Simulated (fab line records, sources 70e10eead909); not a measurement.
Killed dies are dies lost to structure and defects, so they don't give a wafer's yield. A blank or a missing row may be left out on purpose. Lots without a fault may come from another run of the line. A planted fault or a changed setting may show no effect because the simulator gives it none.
Which tool did it? | flow nand_harc | 12 lots, 36 wafers sampled, at 6 steps of a route of 1159

WHAT THE GAUGES READ, wafer by wafer
NHARC_P_ZERO_WELL_INSPECT_43. Usual: raw_defect_count 14, standard deviation 7.8.
lot  | measured    | on                | raw_defect_count | flag
L953 | day 2 01:29 | defect_inspect-01 | 27 10 17         |
L955 | day 2 13:27 | defect_inspect-01 | 18 19 33         |
L956 | day 2 19:32 | defect_inspect-02 | 7 12 9           |
L958 | day 3 07:19 | defect_inspect-01 | 10 7 3           |
L960 | day 3 19:52 | defect_inspect-02 | 7 10 14          |
L961 | day 4 01:33 | defect_inspect-01 | 14 26 15         |
L962 | day 4 07:25 | defect_inspect-01 | 10 16 15         |
L963 | day 4 13:36 | defect_inspect-02 | 12 15 34         |
L964 | day 4 19:25 | defect_inspect-01 | 14 9 14          |
L965 | day 5 01:34 | defect_inspect-02 | 10 5 8           |
L967 | day 5 14:06 | defect_inspect-02 | 9 10 20          |
L973 | day 7 01:19 | defect_inspect-02 | 12 14 320        | OFF

NHARC_P_GATE_OVL_MEAS_27. Usual: overlay_x_nm 0.3 nm, standard deviation 0.85; overlay_y_nm -0.1 nm, standard deviation 1.1.
lot  | measured     | on         | overlay_x_nm (nm) | overlay_y_nm (nm) | flag
L953 | day 4 21:52  | overlay-02 | 0.9 1.3 1.4       | 0.7 1.2 1.2       |
L955 | day 5 11:19  | overlay-02 | 0.0 0.5 0.3       | 2.5 0.9 1.0       |
L956 | day 5 19:22  | overlay-01 | 1.4 0.5 1.2       | 0.7 0.6 1.2       |
L958 | day 6 08:16  | overlay-01 | -0.3 -0.5 -0.6    | -1.1 -0.8 -1.4    |
L960 | day 6 15:42  | overlay-02 | 0.9 1.5 1.3       | -0.2 -0.5 0.0     |
L961 | day 7 05:31  | overlay-02 | 0.9 0.5 1.0       | 0.4 0.4 0.5       |
L962 | day 7 06:01  | overlay-01 | -0.9 -0.6 -0.9    | -2.0 -1.5 -2.1    |
L963 | day 7 20:28  | overlay-02 | -1.1 -0.9 -1.1    | -1.3 -1.7 -1.4    |
L964 | day 7 21:08  | overlay-02 | 0.3 0.5 0.0       | -1.1 -0.9 -0.8    |
L965 | day 7 20:37  | overlay-02 | 0.9 0.7 1.0       | 0.4 0.2 -0.2      |
L967 | day 8 13:50  | overlay-02 | 0.8 1.1 0.4       | 0.7 0.6 1.1       |
L973 | day 10 00:45 | overlay-02 | 1.6 1.5 2.3       | -1.3 -1.6 -2.0    |

NHARC_END_SORT_01. Usual: killed_at_array 27, standard deviation 9.9; killed_at_other 0.5, standard deviation 0.76; killed_at_periphery 3.4, standard deviation 2.2; killed_dies 31, standard deviation 10; killed_open 3.3, standard deviation 2; killed_short 2.0, standard deviation 1.5.
lot  | measured     | on        | killed_at_array | killed_at_other | killed_at_periphery | killed_dies | killed_open | killed_short | flag
L973 | day 24 14:31 | prober-01 | 16 17 29        | 0 0 0           | 11 5 52             | 27 22 81    | 5 3 2       | 1 2 3        | OFF

WHICH TOOL RAN EACH LOT (tool, then ch and the chambers of the sampled wafers, then the start)
lot  | NHARC_P_ZERO_WELL_DESCUM_39       | NHARC_P_ZERO_WELL_STRIP_41         | NHARC_P_GATE_ALD_36
L953 | rie_diel-10 ch 0,1,2, day 1 22:12 | wet_bench-09 ch 0,3,4, day 1 22:56 | ald_sin-04 ch 0,1,2, day 4 23:13
L955 | rie_diel-05 ch 0,1,2, day 2 10:09 | wet_bench-04 ch 5,6,7, day 2 10:53 | ald_sin-02 ch 1,3, day 5 13:47
L956 | rie_diel-05 ch 0,2,3, day 2 16:17 | wet_bench-04 ch 0,5,7, day 2 16:59 | ald_sin-04 ch 0,3, day 5 21:47
L958 | rie_diel-12 ch 1,2,3, day 3 04:08 | wet_bench-04 ch 0,2,7, day 3 04:52 | ald_sin-02 ch 0,1,3, day 6 10:13
L960 | rie_diel-10 ch 0,1,2, day 3 16:35 | wet_bench-04 ch 2,4,7, day 3 17:16 | ald_sin-02 ch 0,2,3, day 6 19:50
L961 | rie_diel-12 ch 1,2,3, day 3 22:23 | wet_bench-09 ch 1,2,5, day 3 23:07 | ald_sin-03 ch 1,2,3, day 7 06:59
L962 | rie_diel-10 ch 1,2,3, day 4 04:15 | wet_bench-04 ch 0,1,6, day 4 04:59 | ald_sin-04 ch 0,1,3, day 7 07:40
L963 | rie_diel-10 ch 1,2,3, day 4 10:17 | wet_bench-09 ch 0,1,3, day 4 11:01 | ald_sin-02 ch 0,1,3, day 7 21:50
L964 | rie_diel-12 ch 0,1, day 4 16:13   | wet_bench-09 ch 0,2,6, day 4 16:57 | ald_sin-04 ch 0,1,3, day 7 23:32
L965 | rie_diel-12 ch 0,1,2, day 4 22:20 | wet_bench-04 ch 3,4,6, day 4 23:05 | ald_sin-03 ch 1,2,3, day 7 21:59
L967 | rie_diel-05 ch 0,1,2, day 5 10:24 | wet_bench-09 ch 3,4,6, day 5 11:30 | ald_sin-03 ch 0,3, day 8 15:43
L973 | rie_diel-05 ch 0,2, day 6 22:08   | wet_bench-04 ch 1,3,7, day 6 22:51 | ald_sin-02 ch 0,3, day 10 03:19
- NHARC_P_ZERO_WELL_DESCUM_39: chemistry O2, time 3 s.
- NHARC_P_ZERO_WELL_STRIP_41: strips in SPM, time 840 s.
- NHARC_P_GATE_ALD_36: deposits SiNx, target thk 20 nm, pulse time 60 s, ald cycles 223.

WHAT THE TOOLS THEMSELVES READ (means of the sampled wafers that have a number; where no wafer has one, the mark that the record gives instead)
NHARC_P_ZERO_WELL_DESCUM_39. Usual: drypump_motor_current_A 5.4 A, standard deviation 0.34; oes_product_au 1.002 a.u., standard deviation 0.015; rf_vpp_V 57.9 V, standard deviation 0.82; showerhead_plenum_p_Torr 1.94 Torr, standard deviation 0.078; throttle_valve_pct 11.312 %, standard deviation 0.009.
lot  | tool        | drypump_motor_current_A (A) | oes_product_au (a.u.) | rf_vpp_V (V) | showerhead_plenum_p_Torr (Torr) | throttle_valve_pct (%) | flag
L953 | rie_diel-10 | 5.3                         | 0.992                 | 57.5         | 1.96                            | 11.309                 |
L955 | rie_diel-05 | 5.5                         | 1.018                 | 58.1         | 2.00                            | 11.320                 |
L956 | rie_diel-05 | 5.8                         | 1.020                 | 58.4         | 2.03                            | 11.320                 |
L958 | rie_diel-12 | 5.6                         | 0.999                 | 57.7         | 1.88                            | 11.307                 |
L960 | rie_diel-10 | 5.3                         | 0.987                 | 58.0         | 1.96                            | 11.311                 |
L961 | rie_diel-12 | 5.6                         | 0.992                 | 57.8         | 1.88                            | 11.317                 |
L962 | rie_diel-10 | 5.2                         | 0.992                 | 57.9         | 1.94                            | 11.316                 |
L963 | rie_diel-10 | 5.2                         | 0.989                 | 57.9         | 1.94                            | 11.312                 |
L964 | rie_diel-12 | 5.5                         | 1.023                 | 59.4         | 2.00                            | 11.308                 |
L965 | rie_diel-12 | 5.5                         | 1.016                 | 58.4         | 1.94                            | 11.315                 |
L967 | rie_diel-05 | 5.5                         | 1.012                 | 58.2         | 2.00                            | 11.310                 |
L973 | rie_diel-05 | 5.5                         | 0.991                 | 57.8         | 2.02                            | 11.309                 |

NHARC_P_GATE_ALD_36. Usual: heater_power_w 862 W, standard deviation 92; precursor_pulse_height_rel 0.999, standard deviation 0.02.
lot  | tool       | heater_power_w (W) | precursor_pulse_height_rel | flag
L953 | ald_sin-04 | 847                | 0.989                      |
L955 | ald_sin-02 | 931                | 0.975                      |
L956 | ald_sin-04 | 841                | 1.005                      |
L958 | ald_sin-02 | 884                | 1.019                      |
L960 | ald_sin-02 | 830                | 0.987                      |
L961 | ald_sin-03 | 911                | 0.984                      |
L962 | ald_sin-04 | 841                | 1.010                      |
L963 | ald_sin-02 | 884                | 1.003                      |
L964 | ald_sin-04 | 826                | 1.002                      |
L965 | ald_sin-03 | 904                | 1.008                      |
L967 | ald_sin-03 | 928                | 1.006                      |
L973 | ald_sin-02 | 916                | 1.001                      |

THE ANSWER, worked out from the rows above alone
Rule: a lot is off if the mean of its wafers that have a number lies more than 3 standard deviations from the usual mean. A lot without any number at a reading at which 4 lots or more have one is off too. The other lots that the step has rows for count as sound. The gauges are gone through in route order, then the tools' own readings, and for those a lot's mean is taken as printed above. The first step at which some lot is off is used, and at that step the reading that is off furthest; a lot without a number counts as furthest.
Off: L973, at NHARC_P_ZERO_WELL_INSPECT_43 (raw_defect_count).
A tool fits if, at a process step before that reading, it ran every lot that is off, and no sound lot after the first of them. The gauges at NHARC_P_ZERO_WELL_INSPECT_43 aren't tried: what is off there is off at NHARC_END_SORT_01 too, on other tools, and a gauge's error can't cause that. Can't be told from this: 2 tools fit, rie_diel-05 at NHARC_P_ZERO_WELL_DESCUM_39, wet_bench-04 at NHARC_P_ZERO_WELL_STRIP_41.

WHAT THE SIMULATOR HAD PUT IN
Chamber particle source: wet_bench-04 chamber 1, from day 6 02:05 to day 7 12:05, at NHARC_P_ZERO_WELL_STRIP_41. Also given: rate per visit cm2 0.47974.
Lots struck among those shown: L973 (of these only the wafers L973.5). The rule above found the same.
